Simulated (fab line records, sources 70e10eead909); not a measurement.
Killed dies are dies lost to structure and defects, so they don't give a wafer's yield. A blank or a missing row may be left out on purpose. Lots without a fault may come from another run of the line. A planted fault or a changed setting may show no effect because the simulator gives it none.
fab line records | flow nand_harc
record lots=7 wafers=18 last_day=33
route steps=1302 shown A_DECK1_JOINT@537 A_ONON_D2@545 END@1302
lots that met no fault: from a run of the same line without faults
start_h: hours from the record's first day to the start of the lot's first wafer shown | wait_h: hours since the lot's step before | " the same as in the row above | L1.1+2: a row that stands for several wafers | - no value, or no start given | * or withheld: withheld | < > ~ a bound
route shown NAME@n: a module of which the file shows steps, and the number in the route of the first | usual: mean/standard deviation of fault-free wafers | same: alike in all rows | chamber/n: place in a boat | sites: the reading at each site | _std_site: their standard deviation | _edge_site: outer sites' mean less inner sites' | radius_mm: how far each site lies from the wafer's centre | mask NAME#n: copy n | behind: the tool/chamber that last shaped the wafer | hold: why the lot was held/for how many hours/how that ended | device: the transistor (n, p or np) that didn't switch | end of line: the same wafers' tests at the end of the route | a step without rows: its recipe alone | killed: dies lost to structure and defects at the first sort, not the wafer's yield | map: a wafer's dies, x killed, . not, _ none there
set.NAME: the setting as run; set.NAME@STEP: as run at that earlier step | model.NAME: the simulator's own value behind a step, which no gauge read
lots at some steps of the route; a table a step, a row a wafer
services: from which hour (start_h, from the record's first day; less than 0 if before it) a tool's chamber was out of use, for how many hours, and why
## steps
# step NHARC_A_DECK1_JOINT_ANNEAL_28
# recipe temp_c=500 time_s=1800 idle_temp_c=400 ramp_up_c_per_min=10 densification_p_h2o_torr=640
# step NHARC_A_DECK1_JOINT_ANNEAL_29
# recipe temp_c=750 time_s=1800 idle_temp_c=500 ramp_up_c_per_min=10 ramp_down_c_per_min=3
# step NHARC_A_DECK1_JOINT_CMP_02
# recipe material=SiOx
# usual edge_zone_pressure_frac=1.000/0.0052 motor_current_A=12.5/1.1
# columns lot.wafer tool chamber start_h wait_h edge_zone_pressure_frac motor_current_A
L690.1 cmp-03 3 376.92 0.4 0.997 13.0
L690.3 " 2 " " 1.000 14.4
L690.5 " 3 " " 1.005 12.5
L692.3 cmp-02 1 393.99 0.4 0.991 13.3
L692.6 " 1 " " 0.993 13.4
L692.5 " 2 " " 1.010 14.7
L696.4 cmp-03 0 432.61 0.4 0.995 11.3
L696.2 " 2 " " 0.996 14.1
L697.3 cmp-01 0 437.82 0.4 0.993 12.7
L697.6 " 0 " " 0.997 12.3
L698.4 cmp-01 0 451.96 0.4 0.995 12.2
L698.6 " 1 " " 1.004 12.0
L701.3 cmp-03 1 483.62 0.4 0.998 11.1
L701.2 " 3 " " 1.008 13.0
L701.5 " 2 " " 0.996 14.2
L702.1 cmp-03 1 497.80 0.4 0.996 11.8
L702.3 " 2 " " 0.990 15.9
L702.4 " 3 " " 1.009 12.4
# step NHARC_A_DECK1_JOINT_SRD_15
# step NHARC_A_DECK1_JOINT_DEP_16
# recipe target_thk_a=450 temp_c=400 pressure_torr=6.5 rf_w=900 teos_flow_sccm=161.4 flow_sccm=2650 target_thk_nm=45 gas=O2 material=SiO2
# usual heater_power_outer_w=314/59 heater_power_w=557/96 mfc_precursor_sccm=161.4/0.5 showerhead_vpp_V=1909/91 throttle_valve_pct=16.1/0.51
# columns lot.wafer tool chamber start_h wait_h heater_power_outer_w heater_power_w mfc_precursor_sccm showerhead_vpp_V throttle_valve_pct
L690.3 pecvd-01 1 377.48 0.2 311 532 162.3 1843 15.7
L690.1 " 2 " " 291 536 161.1 1890 16.9
L690.5 " 2 " " 301 554 161.4 1878 16.6
L692.3 pecvd-04 2 394.43 0.1 277 468 160.7 1755 15.9
L692.6 " 0 " " 219 449 161.5 1846 14.9
L692.5 " 1 " " 362 674 160.7 1941 15.7
L696.2 pecvd-01 1 432.98 0.1 361 603 161.8 1864 15.7
L696.4 " 0 " " 294 520 161.2 1739 16.1
L697.3 pecvd-04 1 438.22 0.1 369 655 160.9 1969 15.8
L697.6 " 1 " " 358 677 161.3 1930 15.6
L698.6 pecvd-01 2 452.37 0.2 354 609 160.4 1883 16.8
L698.4 " 0 " " 316 574 161.6 1735 15.7
L701.3 pecvd-03 2 484.04 0.1 453 772 160.9 1973 16.8
L701.2 " 0 " " 284 495 162.3 2089 16.1
L701.5 " 0 " " 281 485 161.9 2052 16.0
L702.1 pecvd-04 2 498.20 0.1 300 511 162.1 1811 15.5
L702.3 " 0 " " 246 472 161.0 1863 14.8
L702.4 " 2 " " 319 519 161.4 1796 15.6
# step NHARC_A_DECK1_JOINT_THK_MEAS_17
# recipe thk_meas_gauge=ellipsometry
# usual thk_nm=44.9/1.1
# columns lot.wafer tool chamber start_h wait_h thk_nm
L690.1 film_metro-01 - 377.75 0.2 44.1
L690.3 " - " " 44.0
L690.5 " - " " 46.0
L692.3 film_metro-01 - 394.66 0.2 44.9
L692.5 " - " " 42.5
L692.6 " - " " 44.0
L696.2 film_metro-01 - 433.34 0.3 44.5
L696.4 " - " " 45.6
L697.3 film_metro-02 - 438.47 0.2 46.5
L697.6 " - " " 45.7
L698.4 film_metro-01 - 452.57 0.1 45.2
L698.6 " - " " 46.0
L701.2 film_metro-01 - 484.29 0.2 43.5
L701.3 " - " " 45.5
L701.5 " - " " 43.6
L702.1 film_metro-01 - 498.45 0.2 43.9
L702.3 " - " " 42.5
L702.4 " - " " 44.4
# step NHARC_A_DECK1_JOINT_INSPECT_05
# usual raw_defect_count=332/140
# columns lot.wafer tool chamber start_h wait_h raw_defect_count
L690.1 defect_inspect-02 - 377.79 0.0 469
L690.3 " - " " 511
L690.5 " - " " 535
L692.3 defect_inspect-01 - 394.69 0.0 248
L692.5 " - " " 386
L692.6 " - " " 298
L696.2 defect_inspect-02 - 433.38 0.0 356
L696.4 " - " " 298
L697.3 defect_inspect-02 - 438.51 0.0 429
L697.6 " - " " 261
L698.4 defect_inspect-01 - 452.60 0.0 435
L698.6 " - " " 266
L701.2 defect_inspect-02 - 484.33 0.0 372
L701.3 " - " " 297
L701.5 " - " " 238
L702.1 defect_inspect-01 - 498.48 0.0 334
L702.3 " - " " 273
L702.4 " - " " 179
# step NHARC_A_ONON_D2_DEP_00
# recipe target_thk_a=10000 n2_flow_sccm=2750 n2o_flow_sccm=2000 nh3_flow_sccm=500 sih4_flow_sccm=210 temp_c=400
# step NHARC_A_ONON_D2_THK_MEAS_02
# recipe thk_meas_gauge=ellipsometry
# usual thk_nm=1000/11
# columns lot.wafer tool chamber start_h wait_h thk_nm
L690.1 film_metro-01 - 378.54 - 981
L690.3 " - " " 982
L690.5 " - " " 982
L692.3 film_metro-02 - 395.29 - 996
L692.5 " - " " 996
L692.6 " - " " 994
L696.2 film_metro-01 - 433.96 - 1018
L696.4 " - " " 1018
L697.3 film_metro-02 - 439.08 - 1002
L697.6 " - " " 1001
L698.4 film_metro-01 - 453.18 - 1017
L698.6 " - " " 1017
L701.2 film_metro-01 - 484.91 - 1004
L701.3 " - " " 1002
L701.5 " - " " 1002
L702.1 film_metro-02 - 499.05 - 996
L702.3 " - " " 995
L702.4 " - " " 994
# step NHARC_A_ONON_D2_DEP_03
# recipe target_thk_a=10000 n2_flow_sccm=2750 n2o_flow_sccm=2000 nh3_flow_sccm=500 sih4_flow_sccm=210 temp_c=400
# step NHARC_A_ONON_D2_THK_MEAS_05
# recipe thk_meas_gauge=ellipsometry
# usual thk_nm=999/11
# columns lot.wafer tool chamber start_h wait_h thk_nm
L690.1 film_metro-01 - 379.11 - 995
L690.3 " - " " 995
L690.5 " - " " 998
L692.3 film_metro-02 - 395.86 - 1005
L692.5 " - " " 1005
L692.6 " - " " 1007
L696.2 film_metro-02 - 434.53 - 1011
L696.4 " - " " 1011
L697.3 film_metro-02 - 439.65 - 991
L697.6 " - " " 991
L698.4 film_metro-02 - 453.74 - 988
L698.6 " - " " 986
L701.2 film_metro-02 - 485.47 - 994
L701.3 " - " " 995
L701.5 " - " " 994
L702.1 film_metro-01 - 499.62 - 998
L702.3 " - " " 998
L702.4 " - " " 998
# step NHARC_A_ONON_D2_DEP_06
# recipe target_thk_a=10000 n2_flow_sccm=2750 n2o_flow_sccm=2000 nh3_flow_sccm=500 sih4_flow_sccm=210 temp_c=400
# columns lot.wafer tool chamber start_h wait_h
L690.1+3+5 pecvd_onon-02 0 379.17 0.1
L692.3+5+6 pecvd_onon-02 0 396.03 0.2
L696.2+4 pecvd_onon-02 0 434.64 0.1
L697.3+6 pecvd_onon-02 0 439.83 0.2
L698.4+6 pecvd_onon-02 0 453.97 0.2
L701.2+3+5 pecvd_onon-03 0 485.59 0.1
L702.1+3+4 pecvd_onon-01 0 499.67 0.1
# step NHARC_A_ONON_D2_THK_MEAS_08
# recipe thk_meas_gauge=ellipsometry
# usual thk_nm=997/7.4
# columns lot.wafer tool chamber start_h wait_h thk_nm
L690.1 film_metro-01 - 379.68 - 991
L690.3 " - " " 992
L690.5 " - " " 990
L692.3 film_metro-01 - 396.42 - 998
L692.5 " - " " 999
L692.6 " - " " 998
L696.2 film_metro-02 - 435.09 - 992
L696.4 " - " " 453
L697.3 film_metro-01 - 440.22 - 448
L697.6 " - " " 986
L698.4 film_metro-01 - 454.31 - 464
L698.6 " - " " 1005
L701.2 film_metro-01 - 486.05 - 1004
L701.3 " - " " 1005
L701.5 " - " " 1004
L702.1 film_metro-01 - 500.18 - 996
L702.3 " - " " 997
L702.4 " - " " 994
# step NHARC_A_ONON_D2_DEP_09
# recipe target_thk_a=10000 n2_flow_sccm=2750 n2o_flow_sccm=2000 nh3_flow_sccm=500 sih4_flow_sccm=210 temp_c=400
# step NHARC_END_SORT_01
# recipe temp_c=25
# usual killed_at_array=54/21 killed_at_other=1.0/1.2 killed_at_periphery=3.6/2.6 killed_dies=58/20 killed_open=3.3/1.9 killed_short=2.6/1.5
# same gross_dies=677
# columns lot.wafer tool chamber start_h wait_h killed_at_array killed_at_other killed_at_periphery killed_dies killed_open killed_short
L690.1 prober-01 0 659.78 2.5 30 2 1 33 2 1
L690.3 prober-01 0 661.37 3.1 27 0 5 32 5 3
L690.5 prober-01 0 662.96 3.7 45 2 3 50 5 4
L692.3 prober-02 0 689.03 3.1 18 1 1 20 0 3
L692.5 prober-02 0 690.65 3.7 21 0 4 25 4 3
L692.6 prober-02 0 691.46 4.0 22 1 1 24 5 2
L696.2 prober-02 0 715.04 2.8 59 1 3 63 5 2
L696.4 prober-02 0 716.63 3.4 667 0 10 677 3 1
L697.3 prober-01 0 715.97 3.1 667 2 8 677 4 6
L697.6 prober-01 0 718.41 4.1 42 5 2 49 2 1
L698.4 prober-02 0 742.93 3.4 673 3 1 677 3 1
# killed by level:class
L690.1 A_CHANNEL_HOLE_D1:chamber_film_flake=9 A_CONTACT:chamber_film_flake=8 A_SLIT:chamber_film_flake=4 A_ONON_D2:geometric_particle:open=2 A_M1:chamber_film_flake=2 THIN_TSV:chamber_film_flake=2 A_CHANNEL_FILL_D2:geometric_particle:short=1 P_GATE:chamber_film_flake=1
L690.3 A_CONTACT:chamber_film_flake=8 A_CHANNEL_HOLE_D1:chamber_film_flake=6 P_GATE:chamber_film_flake=4 A_CHANNEL_FILL_D2:geometric_particle:open=3 A_M0:geometric_particle:open=2 A_CHANNEL_HOLE_D2:chamber_film_flake=2 A_CHANNEL_FILL_D2:geometric_particle:short=1 A_WL_FILL:geometric_particle:short=1
L690.5 A_CHANNEL_HOLE_D1:chamber_film_flake=16 A_CONTACT:chamber_film_flake=12 A_SLIT:chamber_film_flake=4 A_ONON_D1:geometric_particle:open=2 A_CHANNEL_FILL_D2:geometric_particle:open=2 A_STAIRCASE:chamber_film_flake=2 A_WL_FILL:chamber_film_flake=2 THIN_TSV:chamber_film_flake=2
L692.3 A_CHANNEL_HOLE_D1:chamber_film_flake=6 A_WL_FILL:chamber_film_flake=5 A_CHANNEL_FILL_D2:chamber_film_flake=2 A_DECK1_JOINT:geometric_particle:short=1 A_ONON_D2:geometric_particle:short=1 A_M0:geometric_particle:short=1 P_GATE:chamber_film_flake=1 A_STAIRCASE:chamber_film_flake=1
L692.5 A_CHANNEL_HOLE_D1:chamber_film_flake=5 A_WL_FILL:chamber_film_flake=4 A_STAIRCASE:chamber_film_flake=3 A_ONON_D1:geometric_particle:short=2 A_SLIT:chamber_film_flake=2 P_GATE:geometric_particle:open=1 P_M0:geometric_particle:open=1 A_ONON_D1:geometric_particle:open=1
L692.6 A_CHANNEL_HOLE_D1:chamber_film_flake=6 A_WL_FILL:chamber_film_flake=5 A_ONON_D2:geometric_particle:open=2 A_SLIT:chamber_film_flake=2 P_M1:geometric_particle:short=1 A_CHANNEL_HOLE_D2:geometric_particle:short=1 A_CHANNEL_FILL_D2:geometric_particle:open=1 A_M0:geometric_particle:open=1
L696.2 A_CHANNEL_HOLE_D1:chamber_film_flake=27 A_CHANNEL_HOLE_D2:chamber_film_flake=11 A_CONTACT:chamber_film_flake=6 A_ONON_D2:geometric_particle:open=3 A_DECK1_JOINT:chamber_film_flake=2 A_BLC:chamber_film_flake=2 A_STAIRCASE:chamber_film_flake=2 A_DECK1_JOINT:geometric_particle:open=1
L697.3 A_ONON_D2:area_dep=615 A_CHANNEL_HOLE_D1:chamber_film_flake=33 P_ZERO_WELL:chamber_film_flake=4 A_BLC:chamber_film_flake=4 A_CONTACT:chamber_film_flake=3 A_WL_FILL:geometric_particle:short=2 P_M1:chamber_film_flake=2 A_SLIT:chamber_film_flake=2
L696.4 A_ONON_D2:area_dep=598 A_CHANNEL_HOLE_D1:chamber_film_flake=28 A_CHANNEL_HOLE_D2:chamber_film_flake=18 A_CONTACT:chamber_film_flake=11 P_STI:chamber_film_flake=5 A_SLIT:chamber_film_flake=4 A_BLC:chamber_film_flake=3 P_CONTACT:chamber_film_flake=2
L697.6 A_CHANNEL_HOLE_D1:chamber_film_flake=27 THIN_TSV:chamber_film_flake=5 A_SLIT:chamber_film_flake=3 A_CHANNEL_FILL_D1:chamber_film_flake=3 A_BLC:chamber_film_flake=3 A_CONTACT:chamber_film_flake=2 A_ONON_D1:geometric_particle:open=1 A_ONON_D2:geometric_particle:short=1
L698.4 A_ONON_D2:area_dep=611 A_CHANNEL_HOLE_D2:chamber_film_flake=32 A_SLIT:chamber_film_flake=17 A_ZERO_WELL:chamber_film_flake=5 A_CHANNEL_HOLE_D1:chamber_film_flake=4 THIN_TSV:chamber_film_flake=3 P_CONTACT:geometric_particle:open=1 A_ONON_D2:geometric_particle:short=1
# map L696.4 (x killed, . not)
____________x____________
_________xxxxxxx_________
_______xxxxxxxxxxx_______
______xxxxxxxxxxxxx______
_____xxxxxxxxxxxxxxx_____
____xxxxxxxxxxxxxxxxx____
____xxxxxxxxxxxxxxxxx____
___xxxxxxxxxxxxxxxxxxx___
___xxxxxxxxxxxxxxxxxxx___
__xxxxxxxxxxxxxxxxxxxxx__
__xxxxxxxxxxxxxxxxxxxxx__
_xxxxxxxxxxxxxxxxxxxxxxx_
_xxxxxxxxxxxxxxxxxxxxxxx_
_xxxxxxxxxxxxxxxxxxxxxxx_
_xxxxxxxxxxxxxxxxxxxxxxx_
_xxxxxxxxxxxxxxxxxxxxxxx_
xxxxxxxxxxxxxxxxxxxxxxxxx
xxxxxxxxxxxxxxxxxxxxxxxxx
xxxxxxxxxxxxxxxxxxxxxxxxx
xxxxxxxxxxxxxxxxxxxxxxxxx
xxxxxxxxxxxxxxxxxxxxxxxxx
_xxxxxxxxxxxxxxxxxxxxxxx_
_xxxxxxxxxxxxxxxxxxxxxxx_
_xxxxxxxxxxxxxxxxxxxxxxx_
_xxxxxxxxxxxxxxxxxxxxxxx_
_xxxxxxxxxxxxxxxxxxxxxxx_
__xxxxxxxxxxxxxxxxxxxxx__
__xxxxxxxxxxxxxxxxxxxxx__
___xxxxxxxxxxxxxxxxxxx___
___xxxxxxxxxxxxxxxxxxx___
____xxxxxxxxxxxxxxxxx____
____xxxxxxxxxxxxxxxxx____
_____xxxxxxxxxxxxxxx_____
______xxxxxxxxxxxxx______
_______xxxxxxxxxxx_______
_________xxxxxxx_________
____________x____________
# map L697.3 (x killed, . not)
____________x____________
_________xxxxxxx_________
_______xxxxxxxxxxx_______
______xxxxxxxxxxxxx______
_____xxxxxxxxxxxxxxx_____
____xxxxxxxxxxxxxxxxx____
____xxxxxxxxxxxxxxxxx____
___xxxxxxxxxxxxxxxxxxx___
___xxxxxxxxxxxxxxxxxxx___
__xxxxxxxxxxxxxxxxxxxxx__
__xxxxxxxxxxxxxxxxxxxxx__
_xxxxxxxxxxxxxxxxxxxxxxx_
_xxxxxxxxxxxxxxxxxxxxxxx_
_xxxxxxxxxxxxxxxxxxxxxxx_
_xxxxxxxxxxxxxxxxxxxxxxx_
_xxxxxxxxxxxxxxxxxxxxxxx_
xxxxxxxxxxxxxxxxxxxxxxxxx
xxxxxxxxxxxxxxxxxxxxxxxxx
xxxxxxxxxxxxxxxxxxxxxxxxx
xxxxxxxxxxxxxxxxxxxxxxxxx
xxxxxxxxxxxxxxxxxxxxxxxxx
_xxxxxxxxxxxxxxxxxxxxxxx_
_xxxxxxxxxxxxxxxxxxxxxxx_
_xxxxxxxxxxxxxxxxxxxxxxx_
_xxxxxxxxxxxxxxxxxxxxxxx_
_xxxxxxxxxxxxxxxxxxxxxxx_
__xxxxxxxxxxxxxxxxxxxxx__
__xxxxxxxxxxxxxxxxxxxxx__
___xxxxxxxxxxxxxxxxxxx___
___xxxxxxxxxxxxxxxxxxx___
____xxxxxxxxxxxxxxxxx____
____xxxxxxxxxxxxxxxxx____
_____xxxxxxxxxxxxxxx_____
______xxxxxxxxxxxxx______
_______xxxxxxxxxxx_______
_________xxxxxxx_________
____________x____________
## services
# columns tool chamber start_h hours kind
cmp-03 - 356.92 1.2 repair
cmp-03 - 364.67 3.4 repair
pecvd-03 - 366.00 13.0 pm
pecvd_onon-02 - 366.00 13.0 pm
cmp-03 - 380.94 0.5 repair
cmp-01 - 381.50 4.0 pm
cmp-02 - 387.28 2.3 repair
cmp-02 - 400.28 0.9 repair
pecvd-01 0 402.94 29.7 repair
pecvd_onon-03 - 408.19 13.0 pm
cmp-03 - 408.55 2.6 repair
cmp-02 - 417.21 2.9 repair
cmp-02 - 428.63 4.0 pm
cmp-01 - 429.51 1.8 repair
pecvd-01 2 430.40 5.9 repair
pecvd-04 - 430.49 0.8 repair
cmp-01 - 432.08 0.4 repair
cmp-03 - 442.18 0.3 repair
pecvd-04 - 444.55 1.4 repair
pecvd_onon-01 - 450.27 13.0 pm
cmp-03 - 456.10 4.0 pm
cmp-01 - 479.50 4.0 pm
pecvd-04 - 483.09 13.0 pm
pecvd-01 - 492.06 13.0 pm
## key
first_sign step=NHARC_A_ONON_D2_THK_MEAS_08 reading=thk_nm direction=down sigmas=74 usual=997 struck=455
effect step=NHARC_END_SORT_01 reading=killed_dies direction=up sigmas=30 usual=58 struck=677
more_kills_born_at NHARC_A_ONON_D2_DEP_06@pecvd_onon-02=1824
met_at NHARC_A_ONON_D2_DEP_06
struck_wafers L696.4,L697.3,L698.4
later_rows_left_out L696.4,L697.3,L698.4
tester_left_out L696,L697,L698
onset_between 396.03 434.64
fault kind=process_parameter_drift tool=pecvd_onon-02 chamber=- onset_h=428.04 steps=NHARC_A_ONON_D2_DEP_06 channel=target_thk_a offset=* shape=step end_h=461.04 scope=struck_wafers_only acts_in=* stated=*
# tester_left_out: of these lots the tester's yield and bins aren't shown, on N5 and GAA mostly nor the transistor test; their killed dies are dies lost to structure and defects alone, not to doping, threshold or leakage, so they don't give the yield
# later_rows_left_out: the simulator's readings of these wafers behind a module that went badly wrong aren't trusted and aren't shown, but for the sort
